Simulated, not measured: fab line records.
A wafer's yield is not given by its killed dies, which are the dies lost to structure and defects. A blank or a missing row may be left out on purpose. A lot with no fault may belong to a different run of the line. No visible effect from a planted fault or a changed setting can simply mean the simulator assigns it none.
A single fault, viewed from 3 desks / flow n5Finfet / each desk holds nothing but its own numbers, with what lay behind them at the end

THE METROLOGY DESK
Lot by lot, what the gauges showed, no matter which tool ran the lot: averages of those sampled wafers that carry a number. Marked OUT: a lot whose mean sits more than 4 standard deviations from the usual mean, which makes it out of limits; the brackets give that distance.
Columns: A = cdNm at N5_BEOL_M14_CD_MEAS_10, usual 249.6 nm
lot=L567; first seen here=day 13 20:54; A=251.4
lot=L568; first seen here=day 14 06:23; A=249.1
lot=L571; first seen here=day 15 02:59; A=248.8
lot=L576; first seen here=day 16 06:51; A=249.1
lot=L572; first seen here=day 16 18:16; A=249.5
lot=L577; first seen here=day 17 14:17; A=251.7
lot=L580; first seen here=day 17 18:40; A=264.4 (+9.2) OUT
lot=L581; first seen here=day 18 09:35; A=266.7 (+11) OUT
lot=L578; first seen here=day 18 21:35; A=250.2
lot=L589; first seen here=day 19 21:44; A=251.0
lot=L588; first seen here=day 19 22:18; A=250.3
Finding of this desk: L580, L581 out of limits; the first was L580 at day 17 18:40, on cdNm at N5_BEOL_M14_CD_MEAS_10. L567, L568, L571, L576, L572, L577, L578, L589, L588 stayed within limits.

THE DEFECT DESK
For each lot, the counts of the inspections along the route, averaged over the sampled wafers that have a number. Marked OUT: a lot whose mean sits more than 4 standard deviations from the usual mean, which makes it out of limits; the brackets give that distance.
Columns: A = rawDefectCount at N5_BEOL_M14_INSPECT_12, usual 2.1
lot=L567; first seen here=day 13 20:57; A=2.3
lot=L568; first seen here=day 14 06:27; A=2.3
lot=L571; first seen here=day 15 03:04; A=1.3
lot=L576; first seen here=day 16 06:54; A=3.0
lot=L572; first seen here=day 16 18:20; A=1.3
lot=L577; first seen here=day 17 14:20; A=3.0
lot=L580; first seen here=day 17 18:44; A=2.3
lot=L581; first seen here=day 18 09:40; A=2.3
lot=L578; first seen here=day 18 21:38; A=1.7
lot=L589; first seen here=day 19 21:47; A=2.0
lot=L588; first seen here=day 19 22:22; A=1.0
This desk found nothing out of limits on any of the 11 lots.

TOOL OWNER'S DESK, lithoTrack-04
The tool's own readings at N5_BEOL_M14_PEB_08 (peb time 90 s): means of the sampled wafers that have a number, for each lot that ran on this tool. Marked OUT: a lot whose mean sits more than 4 standard deviations from the usual mean, which makes it out of limits; the brackets give that distance.
Columns: A = heaterPowerTotalW at N5_BEOL_M14_PEB_08, usual 172.4 W; B = plateTempC at N5_BEOL_M14_PEB_08, usual 130.01 C
lot=L568; first seen here=day 14 06:17; A=173.4; B=129.82
lot=L577; first seen here=day 17 14:10; A=172.2; B=130.01
lot=L580; first seen here=day 17 18:33; A=179.7 (+9.0) OUT; B=134.31 (+36) OUT
lot=L581; first seen here=day 18 09:28; A=180.7 (+10) OUT; B=134.33 (+36) OUT
Finding of this desk: L580, L581 out of limits; the first was L580 at day 17 18:33, on heaterPowerTotalW at N5_BEOL_M14_PEB_08. L568, L577 stayed within limits.

PUT TOGETHER
On L580, L581, at day 17 18:33, an alarm was possible from the tool owner's desk.
Metrology desk: alarm possible at day 17 18:40 on L580, L581.
No out-of-limits result turned up at the defect desk.
The defect desk has L580, L581 on record, within its limits.
Of the lots named, all ran N5_BEOL_M14_PEB_08 on lithoTrack-04.

WHAT THE SIMULATOR HAD INSERTED
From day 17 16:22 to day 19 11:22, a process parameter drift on lithoTrack-04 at N5_BEOL_M14_PEB_08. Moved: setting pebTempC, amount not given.
Lots struck among those shown: L580, L581.
Delay (hours) between the fault's onset and each desk's first out-of-limits reading: 2 at the tool owner's desk, 2 at the metrology desk.
